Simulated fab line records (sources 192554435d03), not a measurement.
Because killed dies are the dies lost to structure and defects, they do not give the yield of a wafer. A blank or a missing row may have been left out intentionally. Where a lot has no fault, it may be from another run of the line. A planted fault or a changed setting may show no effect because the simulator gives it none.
fab line records	flow n5Finfet
[record] lots = 7	wafers = 39
route steps=1938 shown BEOL_M7@1308 BEOL_M10@1474
startH: hours from the record's opening day to when the first of the lot's shown wafers began	waitH: time in hours since the lot's previous step	" unchanged from the row above	L1.1+2: a row that stands for several wafers	- no value, or no start given	* or withheld: withheld	< > ~ a bound
route shown NAME@n: a module of which the file shows steps, and the number in the route of the first	usual: mean and standard deviation over wafers with no fault	same: alike in all rows	chamber/n: place in a boat	sites: readings site by site	_std_site: how widely they spread, as a standard deviation	_edge_site: the outer-site mean with the inner-site mean subtracted	radiusMm: how far each site lies from the wafer's centre	mask NAME#n: copy n	behind: the last tool/chamber to shape the wafer	hold: why the lot was held/for how many hours/how that ended	device: which transistor (n, p or np) failed to switch	end of line: at the end of the route, the tests of the same wafers	a step with no rows: only its recipe	killed: dies that structure and defects cost at the first sort, which is not the same as the wafer's yield	map: shows each die of a wafer: x if killed, . if not, _ if none is there
set.NAME: the setting that was run; set.NAME@STEP: the one run at that earlier step	model.NAME: the simulator's own value behind a step, which no gauge read
lots whose settings were changed on purpose; a table a step, a row a wafer
[[steps]]
[step N5_BEOL_M7_TRENCH_ETCH_37]
[recipe] chemistry = C4F6/O2	targetDepthA = 934.78	target = SiCOH_lowk	timeS = 31.2	ionEnergyEv = 250	pressureMtorr = 30	sourceW = 345	biasW = 185	Ar_flow_sccm = 300	C4F6_flow_sccm = 10	O2_flow_sccm = 10
lot.wafer	tool	chamber	startH	waitH	set.timeS	model.BEOL_M7.featureDepthNm	model.etch.depthNm	model.TiN_of_BEOL_M7_HM_DEP_02.thkNm
L079.1	rieDiel-02	0	-	-	49.03	154.2	154.3	15.4
L079.2	"	3	"	"	31.2	94.2	94.26	17.6
L079.3	"	1	"	"	49.03	149.4	149.4	16
L079.4	"	2	"	"	31.2	91.8	91.78	17.8
L079.5	"	3	"	"	49.03	148.4	148.5	15.6
L079.6	"	0	"	"	31.2	97.2	97.23	17.4
L083.1	rieDiel-02	2	-	-	49.79	143.8	143.9	16.4
L083.2	"	0	"	"	31.2	96	96.08	17.2
L083.3	"	3	"	"	49.79	147.6	147.5	16.2
L083.4	"	1	"	"	49.79	147.6	147.6	16.6
L083.5	"	2	"	"	31.2	91.2	91.16	17.6
L083.6	"	1	"	"	31.2	92	92	17.4
L085.1	rieDiel-03	1	-	-	41.55	127	127	15.8
L085.2	"	2	"	"	31.2	90.4	90.31	17.2
L085.3	"	3	"	"	31.2	92.8	92.71	17
L085.4	"	0	"	"	41.55	124	123.9	15.6
L085.5	"	0	"	"	31.2	93.2	93.29	16.8
L085.6	"	1	"	"	41.55	128.4	128.3	16.2
L089.1	rieDiel-05	2	-	-	31.2	93.4	93.48	17.4
L089.2	"	1	"	"	25.88	76.4	76.45	18.4
L089.3	"	3	"	"	25.88	78.2	78.26	18.6
L089.4	"	2	"	"	25.88	77.8	77.76	18.2
L089.5	"	1	"	"	31.2	92.2	92.22	18
L089.6	"	3	"	"	31.2	94.6	94.63	17.4
L095.1	rieDiel-03	0	-	-	31.2	94.6	94.66	18
L095.2	"	2	"	"	31.2	93.8	93.89	17.8
L095.3	"	3	"	"	31.2	93.4	93.43	17.8
L095.4	"	2	"	"	31.2	93.2	93.26	17.4
L095.5	"	3	"	"	31.2	94	94.08	18.2
L095.6	"	0	"	"	31.2	95.8	95.85	17.4
L094.1	rieDiel-03	0	-	-	31.2	93.8	93.85	17.6
L094.2	"	1	"	"	25.39	78.2	78.25	17.6
L094.3	"	3	"	"	25.39	75.4	75.43	17.8
L094.4	"	2	"	"	25.39	75	74.92	18.4
L094.5	"	3	"	"	31.2	93.2	93.12	17.2
L094.6	"	2	"	"	31.2	92	91.91	17.4
L096.1	rieDiel-03	1	-	-	31.2	97.6	97.63	16.8
L096.5	"	2	"	"	31.2	93	93	16.8
L096.6	"	1	"	"	31.2	97.8	97.7	16.8
[step N5_BEOL_M7_ETCH_41]
[recipe] chemistry = CH3F/O2	target = SiCN	targetDepthA = 319	taperDeg = 2	timeS = 57.8	ionEnergyEv = 120	maskMaterial = TiN	pressureMtorr = 30	sourceW = 395	biasW = 75	Ar_flow_sccm = 150	CH3F_flow_sccm = 30	O2_flow_sccm = 20
[step N5_BEOL_M7_STRIP_80]
[recipe] chemistry = N2/H2	timeS = 10	powerW = 450	tempC = 40	pressureMtorr = 20	rfFrequencyHz = 6e+07	biasPowerW = 7	n2FlowSccm = 200	h2FlowSccm = 200
[step N5_BEOL_M7_OCD_MEAS_38]
[usual] trenchDepthNm = 93.8/1.7
lot.wafer	tool	chamber	startH	waitH	set.timeS@BEOL_M7_TRENCH_ETCH_37	trenchDepthNm
L079.1	ocd-01	-	224.02	-	49.03	154.0
L079.2	"	-	"	"	31.2	94.4
L079.3	"	-	"	"	49.03	149.0
L079.4	"	-	"	"	31.2	92.1
L079.5	"	-	"	"	49.03	147.8
L079.6	"	-	"	"	31.2	97.0
L083.1	ocd-01	-	245.42	-	49.79	143.7
L083.2	"	-	"	"	31.2	95.6
L083.3	"	-	"	"	49.79	147.1
L083.4	"	-	"	"	49.79	147.4
L083.5	"	-	"	"	31.2	90.9
L083.6	"	-	"	"	31.2	92.7
L085.1	ocd-02	-	257.75	-	41.55	127.0
L085.2	"	-	"	"	31.2	90.2
L085.3	"	-	"	"	31.2	92.5
L085.4	"	-	"	"	41.55	124.5
L085.5	"	-	"	"	31.2	93.6
L085.6	"	-	"	"	41.55	128.2
L089.1	ocd-01	-	290.76	-	31.2	93.6
L089.2	"	-	"	"	25.88	77.0
L089.3	"	-	"	"	25.88	78.4
L089.4	"	-	"	"	25.88	77.9
L089.5	"	-	"	"	31.2	91.9
L089.6	"	-	"	"	31.2	94.5
L095.1	ocd-02	-	311.04	-	31.2	94.6
L095.2	"	-	"	"	31.2	94.2
L095.3	"	-	"	"	31.2	93.8
L095.4	"	-	"	"	31.2	93.3
L095.5	"	-	"	"	31.2	94.1
L095.6	"	-	"	"	31.2	95.9
L094.1	ocd-01	-	318.86	-	31.2	94.1
L094.2	"	-	"	"	25.39	78.1
L094.3	"	-	"	"	25.39	75.8
L094.4	"	-	"	"	25.39	74.8
L094.5	"	-	"	"	31.2	93.4
L094.6	"	-	"	"	31.2	92.4
L096.1	ocd-01	-	334.76	-	31.2	97.7
L096.5	"	-	"	"	31.2	93.4
L096.6	"	-	"	"	31.2	97.8
[step N5_BEOL_M7_HM_STRIP_39]
[recipe] chemistry = peroxideTinStrip	material = TiN	targetDepthA = 250	tempC = 50	timeS = 158
[step N5_BEOL_M7_SRD_40]
[recipe] timeS = 30	tempC = 23	rinseLiquid = diw	dry = ipaMarangoni
[step N5_BEOL_M7_ECD_50]
[recipe] material = Cu	targetThkA = 3000
[step N5_BEOL_M7_ANNEAL_51]
[recipe] tempC = 225	timeS = 90	ambient = N2
[step N5_BEOL_M7_CMP_52]
[recipe] stopOn = SiCOH_lowk	tOverpolishS = 6.9	downForcePsi = 1	platenRpm = 50	clearingPlatenDownForcePsi = 1.5	clearingPlatenRpm = 50	postCmpClean = cuAlkaline	targetThkNm = 80	clearingPlatenPadVelocityMS = 0.99484	padVelocityMS = 0.99484
lot.wafer	tool	chamber	startH	waitH	set.timeS@BEOL_M7_TRENCH_ETCH_37	model.Cu_of_BEOL_M7_ECD_50.thkNm
L079.3	cmp-03	2	226.88	0.2	49.03	136.8
L079.1	"	3	"	"	49.03	142.4
L079.2	"	0	"	"	31.2	81.2
L079.4	"	1	"	"	31.2	77.6
L079.6	"	2	"	"	31.2	84
L079.5	"	3	"	"	49.03	136.2
L083.2	cmp-01	3	247.28	0.2	31.2	81.8
L083.3	"	0	"	"	49.79	133.2
L083.4	"	1	"	"	49.79	134.6
L083.1	"	2	"	"	49.79	129.6
L083.5	"	3	"	"	31.2	77.4
L083.6	"	0	"	"	31.2	78.4
L085.3	cmp-01	1	259.69	0.2	31.2	80
L085.4	"	2	"	"	41.55	109.2
L085.2	"	3	"	"	31.2	77
L085.1	"	0	"	"	41.55	113.4
L085.5	"	1	"	"	31.2	81.2
L085.6	"	2	"	"	41.55	114.6
L089.1	cmp-03	0	294.55	0.3	31.2	80.8
L089.3	"	1	"	"	25.88	65.4
L089.4	"	2	"	"	25.88	64.4
L089.2	"	3	"	"	25.88	65.8
L089.6	"	0	"	"	31.2	81.6
L089.5	"	1	"	"	31.2	77.8
L095.4	cmp-03	0	314.11	0.1	31.2	81.4
L095.2	"	1	"	"	31.2	80.8
L095.1	"	2	"	"	31.2	81
L095.3	"	3	"	"	31.2	81.6
L095.6	"	0	"	"	31.2	84.6
L095.5	"	1	"	"	31.2	80.6
L094.3	cmp-01	2	321.49	0.2	25.39	60.4
L094.1	"	3	"	"	31.2	79.4
L094.4	"	0	"	"	25.39	61
L094.2	"	1	"	"	25.39	64.8
L094.5	"	2	"	"	31.2	79
L094.6	"	3	"	"	31.2	78.4
L096.1	cmp-03	1	337.96	0.3	31.2	82.8
L096.5	"	3	"	"	31.2	80
L096.6	"	0	"	"	31.2	84.4
[step N5_BEOL_M7_THK_MEAS_53]
[recipe] thkMeasGauge = xrf	reads = Cu_of_BEOL_M7_ECD_50
[usual] M7_THK = 81.4/2.2
lot.wafer	tool	chamber	startH	waitH	set.timeS@BEOL_M7_TRENCH_ETCH_37	M7_THK[nm]
L079.1	filmMetro-01	-	227.17	-	49.03	144.8
L079.2	"	-	"	"	31.2	82.9
L079.3	"	-	"	"	49.03	139.1
L079.4	"	-	"	"	31.2	78.9
L079.5	"	-	"	"	49.03	137.7
L079.6	"	-	"	"	31.2	85.1
L083.1	filmMetro-02	-	247.57	-	49.79	129.9
L083.2	"	-	"	"	31.2	81.9
L083.3	"	-	"	"	49.79	133.2
L083.4	"	-	"	"	49.79	134.5
L083.5	"	-	"	"	31.2	77.6
L083.6	"	-	"	"	31.2	78.6
L085.1	filmMetro-02	-	259.98	-	41.55	113.6
L085.2	"	-	"	"	31.2	77.3
L085.3	"	-	"	"	31.2	79.9
L085.4	"	-	"	"	41.55	109.7
L085.5	"	-	"	"	31.2	81.1
L085.6	"	-	"	"	41.55	114.3
L089.1	filmMetro-01	-	294.84	-	31.2	82.9
L089.2	"	-	"	"	25.88	67.5
L089.3	"	-	"	"	25.88	66.8
L089.4	"	-	"	"	25.88	66.2
L089.5	"	-	"	"	31.2	79.8
L089.6	"	-	"	"	31.2	83.8
L095.1	filmMetro-02	-	314.40	-	31.2	82.1
L095.2	"	-	"	"	31.2	81.9
L095.3	"	-	"	"	31.2	82.8
L095.4	"	-	"	"	31.2	82.7
L095.5	"	-	"	"	31.2	81.7
L095.6	"	-	"	"	31.2	85.8
L094.1	filmMetro-01	-	321.78	-	31.2	81.8
L094.2	"	-	"	"	25.39	66.3
L094.3	"	-	"	"	25.39	62.1
L094.4	"	-	"	"	25.39	62.9
L094.5	"	-	"	"	31.2	81.1
L094.6	"	-	"	"	31.2	80.4
L096.1	filmMetro-02	-	338.17	-	31.2	84.6
L096.5	"	-	"	"	31.2	81.9
L096.6	"	-	"	"	31.2	85.4
[step N5_BEOL_M7_PRE_CLEAN_55]
[recipe] gas = NH3	timeS = 15	tempC = withheld	rfPowerW = 300
[step N5_BEOL_M7_DEP_56]
[recipe] material = SiCN	targetThkA = 100	tempC = withheld	precursor = 3MS/NH3	pressureTorr = 3	rfW = 202	timeS = 17.5
[step N5_BEOL_M7_RS_MEAS_57]
[recipe] thkMeasGauge = four-point-probe	reads = Cu_of_BEOL_M7_ECD_50+Co_of_BEOL_M7_CVD_78+TaN_of_BEOL_M7_ALD_77
[usual] M7_RS = 0.285/0.0083
lot.wafer	tool	chamber	startH	waitH	set.timeS@BEOL_M7_TRENCH_ETCH_37	M7_RS[ohm/sq]
L079.1	filmMetro-02	-	227.33	0.1	49.03	0.149
L079.2	"	-	"	"	31.2	0.281
L079.3	"	-	"	"	49.03	0.155
L079.4	"	-	"	"	31.2	0.296
L079.5	"	-	"	"	49.03	0.156
L079.6	"	-	"	"	31.2	0.270
L083.1	filmMetro-02	-	247.70	0.1	49.79	0.165
L083.2	"	-	"	"	31.2	0.278
L083.3	"	-	"	"	49.79	0.160
L083.4	"	-	"	"	49.79	0.159
L083.5	"	-	"	"	31.2	0.298
L083.6	"	-	"	"	31.2	0.293
L085.1	filmMetro-02	-	260.11	0.1	41.55	0.191
L085.2	"	-	"	"	31.2	0.299
L085.3	"	-	"	"	31.2	0.287
L085.4	"	-	"	"	41.55	0.200
L085.5	"	-	"	"	31.2	0.280
L085.6	"	-	"	"	41.55	0.189
L089.1	filmMetro-01	-	294.97	0.1	31.2	0.282
L089.2	"	-	"	"	25.88	0.362
L089.3	"	-	"	"	25.88	0.363
L089.4	"	-	"	"	25.88	0.370
L089.5	"	-	"	"	31.2	0.295
L089.6	"	-	"	"	31.2	0.279
L095.1	filmMetro-02	-	314.53	0.1	31.2	0.282
L095.2	"	-	"	"	31.2	0.283
L095.3	"	-	"	"	31.2	0.280
L095.4	"	-	"	"	31.2	0.280
L095.5	"	-	"	"	31.2	0.284
L095.6	"	-	"	"	31.2	0.268
L094.1	filmMetro-01	-	321.91	0.1	31.2	0.288
L094.2	"	-	"	"	25.39	0.369
L094.3	"	-	"	"	25.39	0.400
L094.4	"	-	"	"	25.39	0.396
L094.5	"	-	"	"	31.2	0.290
L094.6	"	-	"	"	31.2	0.292
L096.1	filmMetro-01	-	338.31	0.1	31.2	0.275
L096.5	"	-	"	"	31.2	0.286
L096.6	"	-	"	"	31.2	0.269
[step N5_BEOL_M10_HM_DEP_02]
[recipe] material = TiN	targetThkA = 200	tempC = 25	chamberPressurePa = 0.49996
lot.wafer	tool	chamber	startH	waitH	set.targetThkA	model.TiN_of_BEOL_M10_HM_DEP_02.thkNm
L079.1	pvdSputter-02	-	248.87	0.5	200	19.4
L079.2+6	"	-	"	"	200	19.8
L079.3	"	-	"	"	240.5	24
L079.4+5	"	-	"	"	240.5	23.8
L083.1+3	pvdSputter-01	-	265.91	0.8	253	24.8
L083.2	"	-	"	"	200	19.8
L083.4	"	-	"	"	200	19.2
L083.5	"	-	"	"	200	19.4
L083.6	"	-	"	"	253	25.2
L085.1+5	pvdSputter-01	-	278.40	0.3	200	19.6
L085.2	"	-	"	"	282.9	28
L085.3	"	-	"	"	200	20
L085.4	"	-	"	"	282.9	27.6
L085.6	"	-	"	"	282.9	28.4
L089.1+2	pvdSputter-03	-	313.13	0.7	200	20.2
L089.3	"	-	"	"	200	20
L089.4	"	-	"	"	253.1	25
L089.5	"	-	"	"	253.1	25.6
L089.6	"	-	"	"	253.1	25.4
L095.1+3	pvdSputter-01	-	334.70	0.9	200	19.8
L095.2+4	"	-	"	"	200	20.2
L095.5	"	-	"	"	200	20
L095.6	"	-	"	"	200	19.6
L094.1+4	pvdSputter-03	-	338.02	0.4	256.4	26.2
L094.2	"	-	"	"	200	20.8
L094.3	"	-	"	"	200	21
L094.5	"	-	"	"	256.4	26.6
L094.6	"	-	"	"	200	20.4
L096.1	pvdSputter-01	-	354.84	0.7	200	19.8
L096.5	"	-	"	"	200	19.6
L096.6	"	-	"	"	200	20.4
[step N5_BEOL_M10_COAT_59]
[recipe] resist = SOC	tempC = 250	timeS = 60	spinRpm = 1500	resistThkNm = 100
[step N5_BEOL_M10_COAT_60]
[recipe] resist = SiARC	tempC = 220	timeS = 60	spinRpm = 1500	resistThkNm = 30
[step N5_BEOL_M10_STRIP_68]
[recipe] chemistry = N2/H2	tempC = 40	n2FlowSccm = 200	h2FlowSccm = 200	rfFrequencyHz = 6e+07
[step N5_BEOL_M10_STRIP_67]
[recipe] chemistry = CF4	resist = SiARC	powerW = 300	biasPowerW = 75	pressureMtorr = 50	cf4FlowSccm = 150	rfFrequencyHz = 6e+07
[step N5_BEOL_M10_HM_OPEN_17]
[recipe] chemistry = Cl2/BCl3	targetDepthA = 200	overetchA = 60	target = TiN	maskMaterial = SOC	ionEnergyEv = 150	pressureMtorr = 10	icpW = 1000	biasW = 126	Cl2_flow_sccm = 53.25	bcl3FlowSccm = 21.75	Ar_flow_sccm = 25
[usual] oesProductAu = 0.71/0.035
lot.wafer	tool	chamber	startH	waitH	set.targetThkA@BEOL_M10_HM_DEP_02	oesProductAu	model.etch.depthNm
L079.1	rieMetal-01	0	249.73	0.0	200	0.71	19.49
L079.2	"	1	"	"	200	0.73	19.78
L079.3	"	0	"	"	240.5	0.80	23.94
L079.4	"	1	"	"	240.5	0.81	23.82
L079.5	"	1	"	"	240.5	0.81	23.79
L079.6	"	0	"	"	200	0.72	19.83
L083.1	rieMetal-01	0	267.23	0.0	253	0.81	24.71
L083.2	"	0	"	"	200	0.71	19.88
L083.3	"	0	"	"	253	0.81	24.87
L083.4	"	0	"	"	200	0.70	19.24
L083.5	"	0	"	"	200	0.71	19.41
L083.6	"	0	"	"	253	0.81	25.15
L085.1	rieMetal-01	0	279.58	0.0	200	0.70	19.7
L085.2	"	1	"	"	282.9	0.88	26.96
L085.3	"	0	"	"	200	0.72	19.96
L085.4	"	1	"	"	282.9	0.87	26.63
L085.5	"	0	"	"	200	0.71	19.52
L085.6	"	1	"	"	282.9	0.87	26.83
L089.1	rieMetal-03	0	314.14	0.0	200	0.75	20.23
L089.2	"	1	"	"	200	0.72	20.3
L089.3	"	0	"	"	200	0.74	20.03
L089.4	"	1	"	"	253.1	0.81	25.05
L089.5	"	0	"	"	253.1	0.86	25.67
L089.6	"	1	"	"	253.1	0.82	25.39
L095.1	rieMetal-03	0	335.60	0.0	200	0.73	19.79
L095.2	"	1	"	"	200	0.72	20.12
L095.3	"	0	"	"	200	0.74	19.88
L095.4	"	1	"	"	200	0.72	20.22
L095.5	"	0	"	"	200	0.74	20.01
L095.6	"	1	"	"	200	0.70	19.6
L094.1	rieMetal-02	0	338.88	0.0	256.4	0.82	26.21
L094.2	"	0	"	"	200	0.71	20.71
L094.3	"	0	"	"	200	0.72	21.05
L094.4	"	0	"	"	256.4	0.81	26.11
L094.5	"	0	"	"	256.4	0.81	26.48
L094.6	"	0	"	"	200	0.71	20.5
L096.1	rieMetal-02	0	355.73	0.0	200	0.68	19.7
L096.5	"	1	"	"	200	0.62	19.7
L096.6	"	0	"	"	200	0.69	20.35
[[key]]
[split] step = N5_BEOL_M7_TRENCH_ETCH_37	setting = timeS	stated = 31.2	by = wafer
[response] step = N5_BEOL_M7_TRENCH_ETCH_37	reading = model.BEOL_M7.featureDepthNm	change = +0.948	per = 1%	r = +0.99
[response] step = N5_BEOL_M7_TRENCH_ETCH_37	reading = model.etch.depthNm	change = +0.948	per = 1%	r = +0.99
[response] step = N5_BEOL_M7_TRENCH_ETCH_37	reading = model.TiN_of_BEOL_M7_HM_DEP_02.thkNm	change = -0.027	per = 1%	r = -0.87
[response] step = N5_BEOL_M7_OCD_MEAS_38	reading = trenchDepthNm	change = +0.944	per = 1%	r = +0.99
[response] step = N5_BEOL_M7_CMP_52	reading = model.Cu_of_BEOL_M7_ECD_50.thkNm	change = +0.95	per = 1%	r = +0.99
[response] step = N5_BEOL_M7_THK_MEAS_53	reading = M7_THK	change = +0.956	per = 1%	r = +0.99
[response] step = N5_BEOL_M7_RS_MEAS_57	reading = M7_RS	change = -0.0025	per = 1%	r = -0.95
[split] step = N5_BEOL_M10_HM_DEP_02	setting = targetThkA	stated = 200	by = wafer
[response] step = N5_BEOL_M10_HM_DEP_02	reading = model.TiN_of_BEOL_M10_HM_DEP_02.thkNm	change = +0.201	per = 1%	r = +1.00
[response] step = N5_BEOL_M10_HM_OPEN_17	reading = oesProductAu	change = +0.00384	per = 1%	r = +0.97
[response] step = N5_BEOL_M10_HM_OPEN_17	reading = model.etch.depthNm	change = +0.188	per = 1%	r = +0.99
